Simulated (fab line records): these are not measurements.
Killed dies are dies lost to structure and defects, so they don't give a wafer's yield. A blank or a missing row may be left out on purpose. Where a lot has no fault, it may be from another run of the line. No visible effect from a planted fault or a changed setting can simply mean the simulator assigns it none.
Tool commonality check | flow nand harc | 1 lot, 3 wafers sampled

REASON FOR OPENING
At NHARC_END_SORT_01 the reading killed at periphery is flagged on 1 of 1 lot. Fault-free wafers read 3.4, with a standard deviation of 2.7.
Rule: a lot gets a flag if all its wafers with a number sit over 4 standard deviations from that mean, or if no wafer of it has a number. All remaining lots are regarded as sound.

lot  | measured     | on        | killed at periphery, wafer by wafer | flag
L533 | day 22 14:59 | prober-01 | 41 74 41                            | FLAGGED
On average the flagged lots' numbers are 52.0, which is +48.6 against the usual, or +18 standard deviations.

LOT BY LOT: THE TOOL USED
Before the reading, the record contains 4 process steps out of a 1159-step route. Read each cell as the tool, then ch plus the chambers that the sampled wafers visited, then the start.
lot  | flag    | NHARC_P_GATE_DESCUM_61            | NHARC_P_GATE_RTA_64             | NHARC_P_GATE_PRE_CLEAN_110  | NHARC_P_CONTACT_DESCUM_17
L533 | FLAGGED | rie diel-03 ch 0,1,3, day 8 23:55 | rtp anneal-02 ch 0, day 9 03:32 | pvd sputter-02, day 9 03:51 | rie diel-09 ch 0,3, day 9 06:33
What these steps do:
- NHARC_P_GATE_DESCUM_61: chemistry O2, time 3 s.
- NHARC_P_GATE_RTA_64: time 1 s.
- NHARC_P_GATE_PRE_CLEAN_110: time 30 s.
- NHARC_P_CONTACT_DESCUM_17: chemistry O2, time 3 s.
- NHARC_END_SORT_01

FLAGGED AGAINST TOTAL, ONE TOOL AT A TIME (gauges that did the reading follow at the end)
step                       | tool           | lots run | flagged | share of the flagged lots | sound lots run after its first flagged lot
NHARC_P_GATE_DESCUM_61     | rie diel-03    | 1        | 1       | all                       | 0
NHARC_P_GATE_RTA_64        | rtp anneal-02  | 1        | 1       | all                       | 0
NHARC_P_GATE_PRE_CLEAN_110 | pvd sputter-02 | 1        | 1       | all                       | 0
NHARC_P_CONTACT_DESCUM_17  | rie diel-09    | 1        | 1       | all                       | 0
NHARC_END_SORT_01          | prober-01      | 1        | 1       | all                       | 0

THE TABLE: WHAT IT ALLOWS
5 rows of the table ran every flagged lot: rie diel-03 at NHARC_P_GATE_DESCUM_61, rtp anneal-02 at NHARC_P_GATE_RTA_64, pvd sputter-02 at NHARC_P_GATE_PRE_CLEAN_110, rie diel-09 at NHARC_P_CONTACT_DESCUM_17, prober-01 at NHARC_END_SORT_01.
- rie diel-03 at NHARC_P_GATE_DESCUM_61: 1 of its 1 lot flagged. In this sample it ran no sound lot ahead of its first flagged lot, so there is no way to narrow down the start.
- rtp anneal-02 at NHARC_P_GATE_RTA_64: 1 of its 1 lot flagged. In this sample it ran no sound lot ahead of its first flagged lot, so there is no way to narrow down the start.
- pvd sputter-02 at NHARC_P_GATE_PRE_CLEAN_110: 1 of its 1 lot flagged. In this sample it ran no sound lot ahead of its first flagged lot, so there is no way to narrow down the start.
- rie diel-09 at NHARC_P_CONTACT_DESCUM_17: 1 of its 1 lot flagged. In this sample it ran no sound lot ahead of its first flagged lot, so there is no way to narrow down the start.
- prober-01 at NHARC_END_SORT_01: 1 of its 1 lot flagged. In this sample it ran no sound lot ahead of its first flagged lot, so there is no way to narrow down the start.
Counting lots can't tell these 5 tools apart, because each fits a fault that began at some hour. More lots, or a look at what each step does to the wafer, might.

WHAT THE SIMULATOR HAD PUT IN
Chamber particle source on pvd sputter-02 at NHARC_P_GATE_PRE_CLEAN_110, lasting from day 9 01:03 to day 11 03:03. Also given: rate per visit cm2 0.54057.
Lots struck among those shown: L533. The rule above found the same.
